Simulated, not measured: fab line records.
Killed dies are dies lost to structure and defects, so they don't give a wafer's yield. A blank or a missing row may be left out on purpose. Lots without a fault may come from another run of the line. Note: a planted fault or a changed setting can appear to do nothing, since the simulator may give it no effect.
fab line records -- flow n5-finfet -- part 1 of 2: steps 1 to 17 of 28
record lots=5, wafers=15, last-day=19
route steps=1938 shown BEOL_M10@1497
lots untouched by any fault: they come from a run of this same line in which no faults occurred
start-h: hours from the record's first day to the start of the lot's first wafer shown -- wait-h: hours from the lot's prior step to this one -- " the same as in the row above -- L1.1+2: a row that stands for several wafers -- - no value, or no start given -- * or withheld: withheld -- < > ~ a bound
route shown NAME@n: names a module that has steps shown in the file, with the first one's number in the route -- usual: mean and standard deviation over wafers with no fault -- same: alike in all rows -- chamber/n: place in a boat -- sites: the reading at each site -- _std_site: standard deviation across them -- _edge_site: mean of outer sites minus mean of inner sites -- radius-mm: how far each site lies from the wafer's centre -- mask NAME#n: copy n -- behind: the tool/chamber that last shaped the wafer -- hold: why the lot was held/for how many hours/how that ended -- device: whichever transistor did not switch (one of n, p or np) -- end of line: the route-end tests of the same wafers -- a step given without rows: its recipe and nothing more -- killed: count of dies lost to structure and defects at first sort (not the wafer's yield) -- map: shows each die of a wafer: x if killed, . if not, _ if none is there
set.NAME: setting as actually run; set.NAME@STEP: the setting as run at that earlier step -- model.NAME: the simulator's own value behind a step, which no gauge read
a table for each step, a row for each wafer; lots at some steps of the route
services: from which hour (start-h, from the record's first day; less than 0 if before it) a tool's chamber was out of use, for how many hours, and why
## steps
# step N5_BEOL_M10_EBR_24
# recipe solvent=PGMEA, ebr-width-mm=1.5
# usual resist-line-temp-C=22.99/0.11
lot.wafer,tool,chamber,start-h,wait-h,resist-line-temp-C
L082.1,litho-track-02,0,-,-,22.83
L082.4,litho-track-02,0,-,-,23.04
L082.6,litho-track-02,0,-,-,23.02
L088.1,litho-track-05,0,-,-,23.04
L088.4,litho-track-05,0,-,-,23.20
L088.5,litho-track-05,0,-,-,22.90
L094.1,litho-track-05,0,-,-,23.18
L094.2,litho-track-05,0,-,-,23.02
L094.5,litho-track-05,0,-,-,23.04
L093.2,litho-track-05,0,-,-,22.98
L093.3,litho-track-05,0,-,-,23.04
L093.6,litho-track-05,0,-,-,22.94
L095.1,litho-track-01,0,-,-,22.94
L095.4,litho-track-01,0,-,-,22.92
L095.6,litho-track-01,0,-,-,22.97
# step N5_BEOL_M10_SOFTBAKE_23
# recipe temp-c=110, time-s=60, resist=CAR-ArF
# usual resist-line-temp-C=23.02/0.1
lot.wafer,tool,chamber,start-h,wait-h,resist-line-temp-C
L082.1,litho-track-02,0,-,-,22.93
L082.4,litho-track-02,0,-,-,23.01
L082.6,litho-track-02,0,-,-,22.89
L088.1,litho-track-05,0,-,-,22.93
L088.4,litho-track-05,0,-,-,23.03
L088.5,litho-track-05,0,-,-,22.95
L094.1,litho-track-05,0,-,-,23.03
L094.2,litho-track-05,0,-,-,23.04
L094.5,litho-track-05,0,-,-,22.94
L093.2,litho-track-05,0,-,-,23.12
L093.3,litho-track-05,0,-,-,22.94
L093.6,litho-track-05,0,-,-,22.89
L095.1,litho-track-01,0,-,-,23.18
L095.4,litho-track-01,0,-,-,23.14
L095.6,litho-track-01,0,-,-,23.10
# step N5_BEOL_M10_EXPOSE_25
# recipe mask-id=V9, na=1.35, source-shape=annular, sigma-inner=0.5, sigma-outer=0.8, polarization=unpolarized, dose-mj=85.5
# usual reticle-temp-C=23.00/0.1
lot.wafer,tool,chamber,start-h,wait-h,mask,reticle-temp-C
L082.1,arfi-scanner-01,0,294.10,-,V9#0,23.00
L082.4,arfi-scanner-01,0,294.10,-,V9#0,22.94
L082.6,arfi-scanner-01,0,294.10,-,V9#0,23.03
L088.1,arfi-scanner-03,0,342.42,-,V9#0,22.95
L088.4,arfi-scanner-03,0,342.42,-,V9#0,23.12
L088.5,arfi-scanner-03,0,342.42,-,V9#0,22.91
L094.1,arfi-scanner-02,0,359.43,-,V9#0,22.82
L094.2,arfi-scanner-02,0,359.43,-,V9#0,22.98
L094.5,arfi-scanner-02,0,359.43,-,V9#0,22.85
L093.2,arfi-scanner-02,0,359.48,-,V9#0,22.98
L093.3,arfi-scanner-02,0,359.48,-,V9#0,22.92
L093.6,arfi-scanner-02,0,359.48,-,V9#0,22.87
L095.1,arfi-scanner-01,0,400.50,-,V9#0,23.04
L095.4,arfi-scanner-01,0,400.50,-,V9#0,23.06
L095.6,arfi-scanner-01,0,400.50,-,V9#0,23.07
# step N5_BEOL_M10_PEB_26
# recipe peb-temp-c=withheld, peb-time-s=60, resist=CAR-ArF
# usual resist-line-temp-C=22.98/0.097
lot.wafer,tool,chamber,start-h,wait-h,resist-line-temp-C
L082.1,litho-track-05,0,294.17,0.1,23.12
L082.4,litho-track-05,0,294.17,0.1,23.02
L082.6,litho-track-05,0,294.17,0.1,22.92
L088.1,litho-track-01,0,342.49,0.1,22.76
L088.4,litho-track-01,0,342.49,0.1,22.88
L088.5,litho-track-01,0,342.49,0.1,22.94
L094.1,litho-track-01,0,359.49,0.1,22.96
L094.2,litho-track-01,0,359.49,0.1,22.88
L094.5,litho-track-01,0,359.49,0.1,23.02
L093.2,litho-track-02,0,359.54,0.1,23.01
L093.3,litho-track-02,0,359.54,0.1,22.94
L093.6,litho-track-02,0,359.54,0.1,23.10
L095.1,litho-track-02,0,400.56,0.1,23.07
L095.4,litho-track-02,0,400.56,0.1,23.02
L095.6,litho-track-02,0,400.56,0.1,23.07
# step N5_BEOL_M10_DEVELOP_27
# recipe develop-time-s=30, developer=TMAH, resist=CAR-ArF, rinse-liquid=diw, dry=air-spin, dev-temp-c=23
# usual developer-temp-C=23.00/0.11, resist-line-temp-C=22.97/0.11
lot.wafer,tool,chamber,start-h,wait-h,developer-temp-C,resist-line-temp-C
L082.1,litho-track-05,0,-,-,22.77,23.23
L082.4,litho-track-05,0,-,-,22.82,23.22
L082.6,litho-track-05,0,-,-,22.95,23.06
L088.1,litho-track-01,0,-,-,22.89,22.95
L088.4,litho-track-01,0,-,-,23.23,22.92
L088.5,litho-track-01,0,-,-,23.23,22.92
L094.1,litho-track-01,0,-,-,23.04,22.86
L094.2,litho-track-01,0,-,-,22.91,22.97
L094.5,litho-track-01,0,-,-,22.90,22.82
L093.2,litho-track-02,0,-,-,22.91,23.08
L093.3,litho-track-02,0,-,-,22.94,23.08
L093.6,litho-track-02,0,-,-,23.00,22.93
L095.1,litho-track-02,0,-,-,22.89,22.96
L095.4,litho-track-02,0,-,-,23.08,22.87
L095.6,litho-track-02,0,-,-,22.95,22.89
# step N5_BEOL_M10_CD_MEAS_28
# recipe target-cd-nm=70, landing-energy-ev=500, detector=se-inlens, polarity=opening
# usual cd-nm=69.7/0.71
lot.wafer,tool,chamber,start-h,wait-h,cd-nm
L082.1,cd-sem-02,0,294.23,-,68.3
L082.4,cd-sem-02,0,294.23,-,68.8
L082.6,cd-sem-02,0,294.23,-,69.2
L088.1,cd-sem-03,0,342.55,-,70.6
L088.4,cd-sem-03,0,342.55,-,70.8
L088.5,cd-sem-03,0,342.55,-,71.2
L094.1,cd-sem-01,0,359.56,-,70.6
L094.2,cd-sem-01,0,359.56,-,69.7
L094.5,cd-sem-01,0,359.56,-,69.7
L093.2,cd-sem-03,0,359.60,-,70.1
L093.3,cd-sem-03,0,359.60,-,70.7
L093.6,cd-sem-03,0,359.60,-,71.6
L095.1,cd-sem-03,0,400.63,-,69.8
L095.4,cd-sem-03,0,400.63,-,69.7
L095.6,cd-sem-03,0,400.63,-,70.8
# step N5_BEOL_M10_OVL_MEAS_29
# recipe points-per-wafer=44
# usual V9_OVL=-0.9/0.67
# same points-per-wafer=44
lot.wafer,tool,chamber,start-h,wait-h,V9_OVL[nm]
L082.1,overlay-02,0,294.26,0.0,-2.1
L082.4,overlay-02,0,294.26,0.0,-1.1
L082.6,overlay-02,0,294.26,0.0,-1.0
L088.1,overlay-01,0,342.58,0.0,-1.1
L088.4,overlay-01,0,342.58,0.0,-0.8
L088.5,overlay-01,0,342.58,0.0,-0.4
L094.1,overlay-01,0,359.59,0.0,-0.8
L094.2,overlay-01,0,359.59,0.0,-1.2
L094.5,overlay-01,0,359.59,0.0,0.0
L093.2,overlay-01,0,359.63,0.0,-1.4
L093.3,overlay-01,0,359.63,0.0,-1.8
L093.6,overlay-01,0,359.63,0.0,-1.2
L095.1,overlay-02,0,400.66,0.0,-2.6
L095.4,overlay-02,0,400.66,0.0,-1.8
L095.6,overlay-02,0,400.66,0.0,-1.0
# step N5_BEOL_M10_INSPECT_30
# recipe mode=adi, inspect-instrument=brightfield
# usual raw-defect-count=409/87
lot.wafer,tool,chamber,start-h,wait-h,raw-defect-count
L082.1,defect-inspect-02,-,294.29,0.0,442
L082.4,defect-inspect-02,-,294.29,0.0,400
L082.6,defect-inspect-02,-,294.29,0.0,532
L088.1,defect-inspect-02,-,342.61,0.0,357
L088.4,defect-inspect-02,-,342.61,0.0,342
L088.5,defect-inspect-02,-,342.61,0.0,446
L094.1,defect-inspect-01,-,359.61,0.0,328
L094.2,defect-inspect-01,-,359.61,0.0,411
L094.5,defect-inspect-01,-,359.61,0.0,427
L093.2,defect-inspect-02,-,359.66,0.0,449
L093.3,defect-inspect-02,-,359.66,0.0,650
L093.6,defect-inspect-02,-,359.66,0.0,437
L095.1,defect-inspect-01,-,400.68,0.0,437
L095.4,defect-inspect-01,-,400.68,0.0,337
L095.6,defect-inspect-01,-,400.68,0.0,461
# step N5_BEOL_M10_DESCUM_33
# recipe chemistry=O2, time-s=7.9, source-power-w=50, bias-power-w=20, pressure-mtorr=20, rf-frequency-hz=2.712e+07, temp-c=40, resist=CAR-ArF, o2-flow-sccm=225
# usual drypump-motor-current-A=5.6/0.49, oes-product-au=0.80/0.099, rf-vpp-V=242.7/1.5, showerhead-plenum-p-Torr=2.08/0.076, throttle-valve-pct=20.51/0.24
lot.wafer,tool,chamber,start-h,wait-h,drypump-motor-current-A,oes-product-au,rf-hours-counter-h,rf-vpp-V,showerhead-plenum-p-Torr,throttle-valve-pct
L082.1,rie-diel-04,1,294.32,0.0,5.7,0.76,162,240.5,2.01,20.39
L082.4,rie-diel-04,3,294.32,0.0,6.7,0.82,105,244.8,2.20,20.35
L082.6,rie-diel-04,1,294.32,0.0,5.6,0.76,-,242.2,2.01,20.40
L088.1,rie-diel-01,3,342.69,0.1,5.1,0.86,38,243.6,2.14,20.12
L088.4,rie-diel-01,0,342.69,0.1,5.5,0.74,155,241.9,2.01,20.72
L088.5,rie-diel-01,3,342.69,0.1,5.1,0.85,-,243.2,2.13,20.11
L094.1,rie-diel-01,2,359.90,0.3,6.0,0.93,34,242.0,2.03,20.34
L094.2,rie-diel-01,3,359.90,0.3,5.1,0.85,46,243.0,2.13,20.12
L094.5,rie-diel-01,0,359.90,0.3,5.5,0.73,-,241.1,2.00,20.74
L093.2,rie-diel-05,2,360.21,0.5,6.1,1.00,0,245.6,2.15,20.40
L093.3,rie-diel-05,3,360.21,0.5,5.6,0.67,249,241.1,1.98,20.95
L093.6,rie-diel-05,3,360.21,0.5,5.6,0.67,-,242.9,1.98,20.94
L095.1,rie-diel-05,3,400.72,0.0,5.6,0.96,5,244.9,2.24,20.58
L095.4,rie-diel-05,2,400.72,0.0,6.1,0.93,16,242.9,2.14,20.40
L095.6,rie-diel-05,2,400.72,0.0,6.2,0.93,-,243.0,2.14,20.38
# step N5_BEOL_M10_ETCH_65
# recipe chemistry=CF4, target=SiARC, target-depth-a=390, mask-material=CAR-ArF, time-s=65, ion-energy-ev=80, pressure-mtorr=40, source-w=545, bias-w=36, Ar_flow_sccm=100, cf4-flow-sccm=100, ends=cleared
# usual drypump-motor-current-A=5.6/0.49, etch-rf-on-time-s=65.1/1, oes-product-au=0.68/0.085, rf-vpp-V=184.0/1.2, showerhead-plenum-p-Torr=2.13/0.074, throttle-valve-pct=15.68/0.24
lot.wafer,tool,chamber,start-h,wait-h,drypump-motor-current-A,etch-rf-on-time-s,oes-product-au,rf-hours-counter-h,rf-vpp-V,showerhead-plenum-p-Torr,throttle-valve-pct
L082.1,rie-diel-04,1,294.36,0.0,5.7,63.8,0.66,162,183.1,2.06,15.60
L082.4,rie-diel-04,3,294.36,0.0,6.7,64.7,0.70,105,185.7,2.25,15.52
L082.6,rie-diel-04,1,294.36,0.0,5.6,63.8,0.65,-,182.7,2.06,15.59
L088.1,rie-diel-01,3,342.73,0.0,5.1,64.7,0.73,38,185.4,2.18,15.28
L088.4,rie-diel-01,0,342.73,0.0,5.5,64.2,0.63,155,183.8,2.06,15.87
L088.5,rie-diel-01,3,342.73,0.0,5.1,64.2,0.73,-,184.6,2.18,15.30
L094.1,rie-diel-01,2,359.94,0.0,6.1,63.7,0.78,34,182.4,2.10,15.60
L094.2,rie-diel-01,3,359.94,0.0,5.1,64.4,0.72,46,184.9,2.18,15.31
L094.5,rie-diel-01,0,359.94,0.0,5.5,65.2,0.62,-,183.2,2.05,15.87
L093.2,rie-diel-05,2,360.24,0.0,6.1,64.6,0.85,0,185.0,2.19,15.46
L093.3,rie-diel-05,3,360.24,0.0,5.6,66.9,0.58,249,182.5,2.03,16.11
L093.6,rie-diel-05,3,360.24,0.0,5.6,66.8,0.58,-,183.8,2.03,16.11
L095.1,rie-diel-05,3,400.75,0.0,5.6,64.1,0.83,5,185.4,2.28,15.64
L095.4,rie-diel-05,2,400.75,0.0,6.1,63.7,0.81,16,185.3,2.19,15.50
L095.6,rie-diel-05,2,400.75,0.0,6.1,64.1,0.80,-,185.3,2.19,15.49
# step N5_BEOL_M10_ETCH_66
# recipe chemistry=N2/H2, target=SOC, target-depth-a=1200, overetch-a=240, mask-material=SiARC, temp-c=40, time-s=180, ion-energy-ev=200, pressure-mtorr=30, source-w=840, bias-w=150, n2-flow-sccm=200, h2-flow-sccm=200
# usual drypump-motor-current-A=5.6/0.49, h2-flow-sccm=200.0/0.59, oes-product-au=0.65/0.077, rf-vpp-V=523.5/2.8, showerhead-plenum-p-Torr=2.52/0.091, throttle-valve-pct=17.88/0.27
lot.wafer,tool,chamber,start-h,wait-h,drypump-motor-current-A,h2-flow-sccm,oes-product-au,rf-hours-counter-h,rf-vpp-V,showerhead-plenum-p-Torr,throttle-valve-pct
L082.1,rie-diel-04,1,294.41,0.0,5.7,199.7,0.61,162,521.1,2.44,17.72
L082.4,rie-diel-04,3,294.41,0.0,6.7,200.7,0.66,105,527.3,2.66,17.65
L082.6,rie-diel-04,1,294.41,0.0,5.7,200.4,0.61,-,520.4,2.44,17.74
L088.1,rie-diel-01,3,342.78,0.0,5.1,199.5,0.68,38,525.7,2.58,17.40
L088.4,rie-diel-01,0,342.78,0.0,5.5,200.2,0.59,155,521.2,2.43,18.15
L088.5,rie-diel-01,3,342.78,0.0,5.2,199.6,0.70,-,526.2,2.58,17.40
L094.1,rie-diel-01,2,359.99,0.0,6.0,200.1,0.72,34,522.3,2.49,17.78
L094.2,rie-diel-01,3,359.99,0.0,5.1,200.3,0.67,46,527.5,2.58,17.43
L094.5,rie-diel-01,0,359.99,0.0,5.6,200.8,0.58,-,521.1,2.43,18.19
L093.2,rie-diel-05,2,360.29,0.0,6.1,199.2,0.81,1,526.5,2.60,17.64
L093.3,rie-diel-05,3,360.29,0.0,5.6,200.4,0.56,249,520.7,2.40,18.37
L093.6,rie-diel-05,3,360.29,0.0,5.6,201.0,0.55,-,521.2,2.40,18.36
L095.1,rie-diel-05,3,400.80,0.0,5.6,200.7,0.79,5,528.3,2.72,17.94
L095.4,rie-diel-05,2,400.80,0.0,6.1,199.4,0.75,16,524.8,2.59,17.68
L095.6,rie-diel-05,2,400.80,0.0,6.1,199.1,0.75,-,526.4,2.59,17.68
# step N5_BEOL_M10_STRIP_69
# recipe chemistry=N2/H2, temp-c=40, n2-flow-sccm=200, h2-flow-sccm=200, rf-frequency-hz=6e+07
lot.wafer,tool,chamber,start-h,wait-h
L082.1+4+6,rie-diel-04,"1,3,1",294.52,0.1
L088.1+4+5,rie-diel-01,"3,0,3",342.89,0.1
L094.1+2+5,rie-diel-01,"2,3,0",360.10,0.1
L093.2+3+6,rie-diel-05,"2,3,3",360.40,0.1
L095.1+4+6,rie-diel-05,"3,2,2",400.92,0.1
# step N5_BEOL_M10_VIA_ETCH_34
# recipe chemistry=C4F6/O2, target=SiCOH_lowk, target-depth-a=1845, mask-material=SOC, taper-deg=4, time-s=69.2, ion-energy-ev=250, pressure-mtorr=30, source-w=345, bias-w=185, Ar_flow_sccm=300, C4F6_flow_sccm=10, O2_flow_sccm=10
# usual drypump-motor-current-A=5.6/0.49, oes-product-au=0.80/0.098, rf-vpp-V=664/6.2, showerhead-plenum-p-Torr=2.83/0.099, throttle-valve-pct=20.98/0.23
lot.wafer,tool,chamber,start-h,wait-h,drypump-motor-current-A,oes-product-au,rf-hours-counter-h,rf-vpp-V,showerhead-plenum-p-Torr,throttle-valve-pct
L082.1,rie-diel-04,1,294.53,0.0,5.7,0.76,162,650,2.75,20.91
L082.4,rie-diel-04,3,294.53,0.0,6.7,0.82,105,666,3.00,20.85
L082.6,rie-diel-04,1,294.53,0.0,5.7,0.76,-,651,2.75,20.92
L088.1,rie-diel-01,3,342.90,0.0,5.2,0.86,38,664,2.89,20.57
L088.4,rie-diel-01,0,342.90,0.0,5.5,0.74,155,667,2.73,21.18
L088.5,rie-diel-01,3,342.90,0.0,5.2,0.86,-,663,2.90,20.55
L094.1,rie-diel-01,2,360.11,0.0,6.0,0.91,34,650,2.79,20.89
L094.2,rie-diel-01,3,360.11,0.0,5.1,0.85,46,663,2.89,20.56
L094.5,rie-diel-01,0,360.11,0.0,5.5,0.72,-,668,2.73,21.20
L093.2,rie-diel-05,2,360.41,0.0,6.1,0.99,1,671,2.91,20.79
L093.3,rie-diel-05,3,360.41,0.0,5.6,0.68,249,668,2.70,21.39
L093.6,rie-diel-05,3,360.41,0.0,5.6,0.68,-,668,2.70,21.40
L095.1,rie-diel-05,3,400.93,0.0,5.6,0.97,5,679,3.04,21.02
L095.4,rie-diel-05,2,400.93,0.0,6.1,0.93,16,671,2.90,20.83
L095.6,rie-diel-05,2,400.93,0.0,6.1,0.93,-,669,2.90,20.84
# step N5_BEOL_M10_STRIP_73
# recipe chemistry=C4F6/O2, resist=SiARC, rf-frequency-hz=6e+07
lot.wafer,tool,chamber,start-h,wait-h
L082.1+4+6,rie-diel-04,"1,3,1",294.58,0.0
L088.1+4+5,rie-diel-01,"3,0,3",342.95,0.0
L094.1+2+5,rie-diel-01,"2,3,0",360.16,0.0
L093.2+3+6,rie-diel-05,"2,3,3",360.47,0.0
L095.1+4+6,rie-diel-05,"3,2,2",400.98,0.0
# step N5_BEOL_M10_STRIP_36
# recipe chemistry=N2/H2, power-w=450, temp-c=40, pressure-mtorr=20, rf-frequency-hz=6e+07, overash-fraction=0.3, bias-power-w=7, h2-frac=0.5, n2-flow-sccm=200, h2-flow-sccm=200
# usual drypump-motor-current-A=5.6/0.49, h2-flow-sccm=200.0/0.61, oes-product-au=0.80/0.099, rf-vpp-V=59.0/1.9, showerhead-plenum-p-Torr=2.52/0.091, throttle-valve-pct=23.7/0.33
lot.wafer,tool,chamber,start-h,wait-h,drypump-motor-current-A,h2-flow-sccm,oes-product-au,rf-hours-counter-h,rf-vpp-V,showerhead-plenum-p-Torr,throttle-valve-pct
L082.1,rie-diel-04,1,294.59,0.0,5.7,199.6,0.75,162,57.3,2.44,23.4
L082.4,rie-diel-04,3,294.59,0.0,6.7,199.5,0.82,105,59.4,2.66,23.4
L082.6,rie-diel-04,1,294.59,0.0,5.7,199.4,0.76,-,60.0,2.44,23.4
L088.1,rie-diel-01,3,342.96,0.0,5.1,200.0,0.84,38,63.8,2.58,23.2
L088.4,rie-diel-01,0,342.96,0.0,5.5,200.1,0.75,155,58.5,2.43,24.2
L088.5,rie-diel-01,3,342.96,0.0,5.1,200.2,0.85,-,59.2,2.58,23.2
L094.1,rie-diel-01,2,360.17,0.0,6.0,200.1,0.91,34,56.4,2.49,23.6
L094.2,rie-diel-01,3,360.17,0.0,5.1,199.3,0.83,46,58.1,2.57,23.2
L094.5,rie-diel-01,0,360.17,0.0,5.6,199.9,0.73,-,59.6,2.42,24.2
L093.2,rie-diel-05,2,360.48,0.0,6.1,200.5,1.00,1,59.9,2.59,23.5
L093.3,rie-diel-05,3,360.48,0.0,5.6,200.0,0.67,249,58.1,2.40,24.3
L093.6,rie-diel-05,3,360.48,0.0,5.6,199.7,0.68,-,58.9,2.40,24.3
L095.1,rie-diel-05,3,400.99,0.0,5.6,199.7,0.97,5,58.2,2.71,23.9
L095.4,rie-diel-05,2,400.99,0.0,6.1,200.4,0.93,16,59.2,2.59,23.5
L095.6,rie-diel-05,2,400.99,0.0,6.1,200.1,0.95,-,58.4,2.58,23.6
# step N5_BEOL_M10_TRENCH_ETCH_37
# recipe chemistry=C4F6/O2, target-depth-a=1488.3, target=SiCOH_lowk, time-s=48, ion-energy-ev=250, pressure-mtorr=30, source-w=345, bias-w=185, Ar_flow_sccm=300, C4F6_flow_sccm=10, O2_flow_sccm=10
# usual drypump-motor-current-A=5.6/0.49, oes-product-au=0.80/0.097, rf-vpp-V=663/6.1, showerhead-plenum-p-Torr=2.83/0.099, throttle-valve-pct=21.00/0.23
lot.wafer,tool,chamber,start-h,wait-h,drypump-motor-current-A,oes-product-au,rf-hours-counter-h,rf-vpp-V,showerhead-plenum-p-Torr,throttle-valve-pct
L082.1,rie-diel-04,1,-,-,5.7,0.76,162,651,2.75,20.93
L082.4,rie-diel-04,3,-,-,6.7,0.82,105,666,3.00,20.88
L082.6,rie-diel-04,1,-,-,5.7,0.75,-,651,2.75,20.95
L088.1,rie-diel-01,3,-,-,5.1,0.86,38,662,2.90,20.58
L088.4,rie-diel-01,0,-,-,5.5,0.73,155,667,2.73,21.20
L088.5,rie-diel-01,3,-,-,5.1,0.85,-,661,2.89,20.58
L094.1,rie-diel-01,2,-,-,6.0,0.90,35,651,2.79,20.92
L094.2,rie-diel-01,3,-,-,5.1,0.84,46,662,2.89,20.60
L094.5,rie-diel-01,0,-,-,5.5,0.73,-,668,2.73,21.20
L093.2,rie-diel-05,2,-,-,6.1,0.99,1,670,2.91,20.82
L093.3,rie-diel-05,3,-,-,5.6,0.67,249,668,2.70,21.41
L093.6,rie-diel-05,3,-,-,5.6,0.68,-,667,2.70,21.41
L095.1,rie-diel-05,3,-,-,5.6,0.97,5,679,3.04,21.07
L095.4,rie-diel-05,2,-,-,6.1,0.92,16,670,2.90,20.85
L095.6,rie-diel-05,2,-,-,6.1,0.93,-,669,2.90,20.86
# step N5_BEOL_M10_ETCH_41
# recipe chemistry=CH3F/O2, target=SiCN, target-depth-a=426, taper-deg=2, time-s=86, ion-energy-ev=120, mask-material=TiN, pressure-mtorr=30, source-w=395, bias-w=75, Ar_flow_sccm=150, CH3F_flow_sccm=30, O2_flow_sccm=20
# usual CH3F_flow_sccm=29.99/0.089, drypump-motor-current-A=5.6/0.49, oes-product-au=0.79/0.098, rf-vpp-V=297.0/1.8, showerhead-plenum-p-Torr=1.99/0.072, throttle-valve-pct=16.39/0.24
lot.wafer,tool,chamber,start-h,wait-h,CH3F_flow_sccm,drypump-motor-current-A,oes-product-au,rf-hours-counter-h,rf-vpp-V,showerhead-plenum-p-Torr,throttle-valve-pct
L082.1,rie-diel-04,1,-,-,29.90,5.7,0.76,162,295.4,1.93,16.33
L082.4,rie-diel-04,3,-,-,30.05,6.7,0.83,105,298.9,2.11,16.24
L082.6,rie-diel-04,1,-,-,29.93,5.7,0.76,-,294.6,1.93,16.35
L088.1,rie-diel-01,3,-,-,30.00,5.1,0.84,38,296.3,2.04,15.96
L088.4,rie-diel-01,0,-,-,29.93,5.5,0.73,155,293.5,1.91,16.57
L088.5,rie-diel-01,3,-,-,29.95,5.1,0.85,-,298.8,2.04,15.96
L094.1,rie-diel-01,2,-,-,29.84,6.0,0.91,35,296.0,1.95,16.28
L094.2,rie-diel-01,3,-,-,30.19,5.1,0.84,46,296.7,2.03,15.98
L094.5,rie-diel-01,0,-,-,30.04,5.5,0.73,-,294.8,1.91,16.58
L093.2,rie-diel-05,2,-,-,29.85,6.1,0.99,1,298.5,2.05,16.17
L093.3,rie-diel-05,3,-,-,30.08,5.6,0.67,249,295.3,1.89,16.81
L093.6,rie-diel-05,3,-,-,30.14,5.6,0.67,-,295.2,1.89,16.81
L095.1,rie-diel-05,3,-,-,29.88,5.6,0.97,5,300.5,2.14,16.34
L095.4,rie-diel-05,2,-,-,30.06,6.1,0.93,16,298.7,2.04,16.20
L095.6,rie-diel-05,2,-,-,30.06,6.1,0.92,-,300.4,2.04,16.20
